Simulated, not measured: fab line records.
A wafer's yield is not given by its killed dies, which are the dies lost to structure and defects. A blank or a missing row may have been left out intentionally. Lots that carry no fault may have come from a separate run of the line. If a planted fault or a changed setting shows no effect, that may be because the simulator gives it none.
A struck lot beside a sound one + flow nand harc + 11 steps out of a route of 1159
Sound: these wafers, L389.3, L389.5, L389.6. Wafers L396.1, L396.3, L396.6 were the ones struck. At the end, the cause is stated.
For every step that has rows: the tool of each side, followed by ch and its chambers, followed by its first start. Under that, the readings that differ: sound wafers + struck wafers + difference of the means + sigmas: that difference in standard deviations of wafers without a fault.
alike: readings whose means differ by less than 2 such deviations, and words and numbers that are the same on both sides. not compared: withheld readings, readings that some wafer has no value for, bounds like >300 that may hide the same value, and numbers for which the record gives no deviation and whose values overlap.
The two part at a step that has a row with sigmas, a row that says differs or no value, or rows on one side only. Numbers that have no deviation but don't overlap get no sigmas and don't part them. A reading that every wafer of one side lacks parts them only if that side has two wafers or more.

first, 1 step without rows for these wafers: NHARC_A_WL_FILL_CVD_23 (deposits poly-Si, target thk 40 nm, time 800 s).
NHARC_A_WL_FILL_ETCHBACK_26: etches the open film in HBr, target depth 52 nm, time 13.3 s.
  sound on rie si-03 ch 0,1, day 17 00:37; struck on rie si-04 ch 0,1,3, day 18 21:17
  alike: drypump motor current A, oes product au, throttle valve pct
  not compared: rf hours counter h
then, 2 steps without rows for these wafers: NHARC_A_WL_FILL_PRECLEAN_30 (cleans in dHF, time 10 s); NHARC_A_WL_FILL_SRD_14.
NHARC_A_WL_FILL_ALD_19: deposits TiN, target thk 2 nm, pulse time 3 s, ald cycles 100.
  sound on ald metal-03 ch 1,2, day 17 00:53; struck on ald metal-02 ch 1,2, day 18 21:34
  alike: heater power w, precursor pulse height rel
NHARC_A_WL_FILL_CVD_20: deposits W, target thk 75 nm, time 5064 s.
  sound on cvd w-01 ch 0,1; struck on cvd w-01 ch 0,1
  alike: heater power w, mfc h2 sccm, throttle valve pct
NHARC_A_WL_FILL_CMP_12: polishes, t overpolish 30 s, target thk 75 nm.
  sound on cmp-03 ch 0,1,3, day 17 14:41; struck on cmp-03 ch 0,1,3, day 19 07:07
  alike: edge zone pressure frac, motor current A, overpolish run s, time to endpoint s
  not compared: pad life wafers
then, 1 step without rows for these wafers: NHARC_A_WL_FILL_SRD_31.
NHARC_A_WL_FILL_INSPECT_15:
  sound: defect inspect-01 at day 17 15:08; struck: defect inspect-01 at day 19 07:34
  alike: raw defect count
NHARC_A_CONTACT_DEP_24: deposits SiO2, target thk 500 nm.
  sound on pecvd-04 ch 0,1, day 17 15:11; struck on pecvd-04 ch 1,2, day 19 08:45
  alike: flow sccm, heater power w, mfc precursor sccm, showerhead vpp V, throttle valve pct
-- jump in the record: it breaks off in module A_CONTACT and resumes in module END (first step shown: number 1159 of the route), and 4 days separate the struck wafers' starts before and after --
NHARC_END_SORT_01:
  sound on prober-02 ch 0, day 20 19:29; struck on prober-02 ch 0, day 22 22:16
| reading         | sound | struck | difference | sigmas |
|-----------------|-------|--------|------------|--------|
| killed at other | 2 0 0 | 6 3 3  | +3         | +3     |
  alike: killed at array, killed at periphery, killed dies, killed open, killed short

== WHERE THEY PART ==
Within this record, at NHARC_END_SORT_01 only.

WHY: whatever the simulator had introduced
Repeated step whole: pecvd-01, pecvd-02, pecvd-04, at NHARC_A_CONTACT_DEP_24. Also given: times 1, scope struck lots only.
